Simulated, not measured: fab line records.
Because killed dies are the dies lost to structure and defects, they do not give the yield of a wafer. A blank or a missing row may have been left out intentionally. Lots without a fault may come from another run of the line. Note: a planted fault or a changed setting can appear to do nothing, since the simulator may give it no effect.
Check for tools in common    flow nand_harc    Sample size 14 lots and 42 wafers

WHY IT WAS OPENED
On 2 of the 14 lots, a flag is raised at NHARC_A_ONON_D1_THK_MEAS_27 on the reading thk_nm. No-fault wafers: 998 nm, standard deviation 8.9.
Rule: a lot gets a flag if all its wafers with a number sit over 4 standard deviations from that mean, or if no wafer of it has a number. All remaining lots are regarded as sound.

lot   measured      on             thk_nm (nm), wafer by wafer  flag
L405  day 8 09:20   film_metro-02  999 998 998                  
L404  day 8 09:21   film_metro-01  1016 1017 1015               
L407  day 9 21:01   film_metro-01  655 653 654                  FLAGGED
L409  day 10 03:11  film_metro-01  1000 1000 1000               
L410  day 11 02:05  film_metro-02  1003 1001 1001               
L412  day 11 12:13  film_metro-01  658 659 658                  FLAGGED
L418  day 14 09:34  film_metro-02  992 995 995                  
L419  day 14 09:35  film_metro-01  991 989 989                  
L420  day 14 23:11  film_metro-02  1003 1002 1002               
L421  day 14 23:13  film_metro-01  1002 1000 1001               
L422  day 15 18:59  film_metro-01  1000 1002 1001               
L424  day 16 13:55  film_metro-01  988 990 988                  
L425  day 16 21:32  film_metro-01  1009 1010 1009               
L426  day 17 15:19  film_metro-01  1006 1006 1008               
The mean of the flagged lots' numbers is 656 nm, -342 nm from the usual (-38 standard deviations).

WHICH TOOL RAN EACH LOT
The record keeps 1 process step preceding the reading, out of 1302 steps on the route. Cell contents, in order: the tool; ch with the chambers the sampled wafers went through; the start.
lot   flag     NHARC_A_ONON_D1_DEP_25
L405           pecvd_onon-04 ch 0, day 8 08:52
L404           pecvd_onon-01 ch 0, day 8 08:58
L407  FLAGGED  pecvd_onon-04 ch 0, day 9 20:37
L409           pecvd_onon-01 ch 0, day 10 02:40
L410           pecvd_onon-01 ch 0, day 11 01:38
L412  FLAGGED  pecvd_onon-04 ch 0, day 11 11:42
L418           pecvd_onon-01 ch 0, day 14 09:04
L419           pecvd_onon-03 ch 0, day 14 09:11
L420           pecvd_onon-01 ch 0, day 14 22:40
L421           pecvd_onon-04 ch 0, day 14 22:47
L422           pecvd_onon-04 ch 0, day 15 18:29
L424           pecvd_onon-01 ch 0, day 16 13:28
L425           pecvd_onon-04 ch 0, day 16 21:01
L426           pecvd_onon-03 ch 0, day 17 14:58
What the steps here do:
- NHARC_A_ONON_D1_DEP_25: target thk 1000 nm.
- NHARC_A_ONON_D1_THK_MEAS_27: measures by ellipsometry.

FLAGGED OVER TOTAL, TOOL BY TOOL (the gauges that took the reading come last)
step                         tool           lots run  flagged  share of the flagged lots  sound lots run after its first flagged lot
NHARC_A_ONON_D1_DEP_25       pecvd_onon-01  6         0        none                       -
NHARC_A_ONON_D1_DEP_25       pecvd_onon-03  2         0        none                       -
NHARC_A_ONON_D1_DEP_25       pecvd_onon-04  6         2        all                        3 (L421,L422,L425)
NHARC_A_ONON_D1_THK_MEAS_27  film_metro-01  10        2        all                        7 (L409,L419,L421,L422,L424,L425,L426)
NHARC_A_ONON_D1_THK_MEAS_27  film_metro-02  4         0        none                       -

WHAT THE TABLE ALLOWS
2 rows of the table ran every flagged lot: pecvd_onon-04 at NHARC_A_ONON_D1_DEP_25, film_metro-01 at NHARC_A_ONON_D1_THK_MEAS_27.
- pecvd_onon-04 at NHARC_A_ONON_D1_DEP_25: 2 of its 6 lots flagged. After the first flagged lot (L421, L422, L425), sound lots still ran on it; a lasting fault on the whole tool would not permit that.
- film_metro-01 at NHARC_A_ONON_D1_THK_MEAS_27: 2 of its 10 lots flagged. After the first flagged lot (L409, L419, L421, L422, L424, L425, L426), sound lots still ran on it; a lasting fault on the whole tool would not permit that.
Every row of the table either missed a flagged lot or ran a sound lot after the first.

WHAT HAD BEEN PUT IN BY THE SIMULATOR
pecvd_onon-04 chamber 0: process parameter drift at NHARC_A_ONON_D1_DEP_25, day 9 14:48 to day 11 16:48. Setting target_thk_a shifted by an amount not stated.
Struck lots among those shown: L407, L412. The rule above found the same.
